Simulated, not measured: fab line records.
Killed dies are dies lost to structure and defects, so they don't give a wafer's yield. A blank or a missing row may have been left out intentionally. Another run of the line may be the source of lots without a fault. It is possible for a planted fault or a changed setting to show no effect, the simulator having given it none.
Struck lot and sound lot, side by side :: flow n5_finfet :: 40 out of 1938 route steps
Sound: wafers L569.1, L569.2, L569.4. Struck: wafers L570.1, L570.4, L570.5. Last of all comes the cause.
Order at every step that has rows: each side's tool, ch and its chambers, its first start. Under that, the readings that differ: sound wafers :: struck wafers :: difference of the means :: sigmas: that difference in standard deviations of wafers without a fault.
alike: words and numbers the same on both sides, and readings whose means are apart by under 2 such deviations; not compared: readings that were withheld, readings missing a value for some wafer, numbers with overlapping values and no deviation given by the record, and bounds like >300 which may hide the same value.
Wherever a step has rows on one side only, a row that says differs or no value, or a row with sigmas, the two part there. Numbers that have no deviation but don't overlap get no sigmas and don't part them. Lack of a reading on every wafer of one side parts them only where that side has two or more wafers.

first, 12 steps without rows for these wafers: N5_SD_EPI_N_STRIP_36 (strips in N2/H2); N5_SD_EPI_N_ETCHBACK_44 (etches SiNx in CH3F/O2, stops on SiO2, target depth 14.5 nm); N5_SD_EPI_N_ETCH_45 (etches SiOCN in CH3F/O2, target depth 6 nm); N5_SD_EPI_N_ETCH_16 (etches SiO2 in CHF3/O2, target depth 5 nm); N5_SD_EPI_N_STRIP_47 (strips in CHF3/O2); N5_SD_EPI_N_SD_RECESS_17 (chemistry HBr/Cl2/O2, target depth 41 nm, time 23.7 s, bt time 3 s); N5_SD_EPI_N_STRIP_38 (strips in N2/H2); N5_SD_EPI_N_WET_ETCH_43 (etches SiO2 in dHF, time 14 s, target depth 1.5 nm); N5_SD_EPI_N_STRIP_18 (strips in SPM, time 750 s); N5_SD_EPI_N_SRD_20 (time 30 s); N5_SD_EPI_N_PRECLEAN_48 (cleans in NF3:NH3, afs cycles 2, time 20 s, sublimation time 60 s); N5_SD_EPI_N_VAPOR_ETCH_50 (etches Si in HCl, time 54 s).
N5_SD_EPI_N_EPI_21: deposits Si:P, time 690 s.
  sound on epi_rpcvd-02 ch 0, day 5 14:08; struck on epi_rpcvd-03 ch 0, day 6 00:24
then, 24 steps without rows for these wafers: N5_SD_EPI_N_PRECLEAN_24 (cleans in O3/DIW, time 60 s); N5_SD_EPI_N_SRD_25 (time 30 s); N5_SD_EPI_N_PRECLEAN_49 (cleans in NF3:NH3, afs cycles 1, time 20 s, sublimation time 60 s); N5_SD_EPI_N_LINER_46 (material SiNx, target thk 3 nm); N5_SD_EPI_P_COAT_34 (time 60 s, resist thk 350 nm); N5_SD_EPI_P_COAT_35 (time 60 s, resist thk 35 nm); N5_SD_EPI_P_COAT_03 (resist thk 150 nm); N5_SD_EPI_P_EBR_05; N5_SD_EPI_P_SOFTBAKE_04 (time 60 s); N5_SD_EPI_P_EXPOSE_06 (exposes mask SD P BLK, target cd 240 nm); N5_SD_EPI_P_PEB_07 (peb time 60 s); N5_SD_EPI_P_DEVELOP_08 (develop time 30 s); N5_SD_EPI_P_DESCUM_14 (chemistry O2, time 7.9 s); N5_SD_EPI_P_ETCH_36 (etches SiARC in CF4, target depth 45.5 nm, time 75.8 s); N5_SD_EPI_P_ETCH_37 (etches SOC in N2/H2, overetch 108 nm, time 486 s); N5_SD_EPI_P_STRIP_38 (strips in N2/H2); N5_SD_EPI_P_ETCHBACK_46 (etches SiNx in CH3F/O2, stops on SiO2, target depth 17.5 nm); N5_SD_EPI_P_ETCH_47 (etches SiOCN in CH3F/O2, target depth 25 nm); N5_SD_EPI_P_ETCH_16 (etches SiO2 in CHF3/O2, target depth 5 nm); N5_SD_EPI_P_STRIP_50 (strips in CHF3/O2); N5_SD_EPI_P_SD_RECESS_17 (chemistry HBr/Cl2/O2, target depth 39.1 nm, bt time 3 s); N5_SD_EPI_P_WET_ETCH_45 (etches SiO2 in dHF, time 10.7 s, target depth 2 nm, rinse time 30 s); N5_SD_EPI_P_STRIP_40 (strips in N2/H2); N5_SD_EPI_P_PRECLEAN_52 (cleans in O3/DIW, time 60 s).
N5_SD_ACTIVATION_RS_MEAS_03: measurement is done with a four-point probe.
  sound on film_metro-02 at day 5 21:13; struck on film_metro-01 at day 6 07:37
reading: RS_SD_N (ohm/sq)
sound: 21.48 21.88 21.67
struck: 23.32 23.55 23.49
difference: +1.78
sigmas: +7
  alike: RS_SD_P
-- record jumps: 6 days separate the struck wafers' starts on either side; left off in module SD_ACTIVATION, taken up again in module BEOL_M4, whose first shown step is the route's number 1111 --
N5_BEOL_M4_RC_MEAS_101:
  sound on prober-01 ch 0, day 11 03:45; struck on prober-01 ch 0, day 11 22:34
reading: RC_DENSE_N (ohm.um)
sound: 18.4 19.1 18.8
struck: 20.8 20.4 20.4
difference: +1.8
sigmas: +5

reading: RC_N (ohm.um)
sound: 15.30 15.61 15.26
struck: 16.87 16.71 16.62
difference: +1.34
sigmas: +5

reading: REXT_N (ohm.um)
sound: 75.9 75.5 75.1
struck: 79.0 80.2 79.1
difference: +3.9
sigmas: +3

reading: RS_SD_N (ohm/sq)
sound: 28.4 28.2 28.2
struck: 30.3 30.4 30.6
difference: +2.2
sigmas: +6
  alike: DIBL_N, DIBL_P, IOFF_N, IOFF_P, ION_N, ION_P, SS_N, SS_P, VT_N, VT_P
-- here the record skips 5 days between the struck wafers' starts before and after, leaving off in module BEOL_M4 and picking up in module PASSIVATION (first step shown: number 1936 of the route) --
N5_PASSIVATION_PROBE_49:
  sound on prober-01 at day 15 19:16; struck on prober-02 at day 16 11:14
reading: defect_limited_yield (%)
sound: 87.7 90.0 90.1
struck: 93.0 93.6 89.9
difference: +2.9
sigmas: +2

reading: killed_at_M4_up
sound: 24 25 25
struck: 15 3 8
difference: -16
sigmas: -3

reading: killed_dies
sound: 145 118 117
struck: 83 76 119
difference: -34
sigmas: -2

reading: sort_bin_5_function (%)
sound: 8.1 6.4 5.9
struck: 3.3 3.7 6.0
difference: -2.5
sigmas: -3

reading: sort_n_pass
sound: 1035 1062 1063
struck: 1097 1104 1061
difference: +34
sigmas: +2

reading: sort_yield_pct (%)
sound: 87.7 90.0 90.1
struck: 93.0 93.6 89.9
difference: +2.9
sigmas: +2
  alike: killed_at_M0_to_M3, killed_at_contacts, killed_at_front_end, killed_at_other, killed_open, killed_short, sort_bin_6_memory, sort_bin_8_speed

## WHERE THEY PART
Earliest at N5_SD_ACTIVATION_RS_MEAS_03; latest, in this record, at N5_PASSIVATION_PROBE_49.

WHY: the cause the simulator had injected
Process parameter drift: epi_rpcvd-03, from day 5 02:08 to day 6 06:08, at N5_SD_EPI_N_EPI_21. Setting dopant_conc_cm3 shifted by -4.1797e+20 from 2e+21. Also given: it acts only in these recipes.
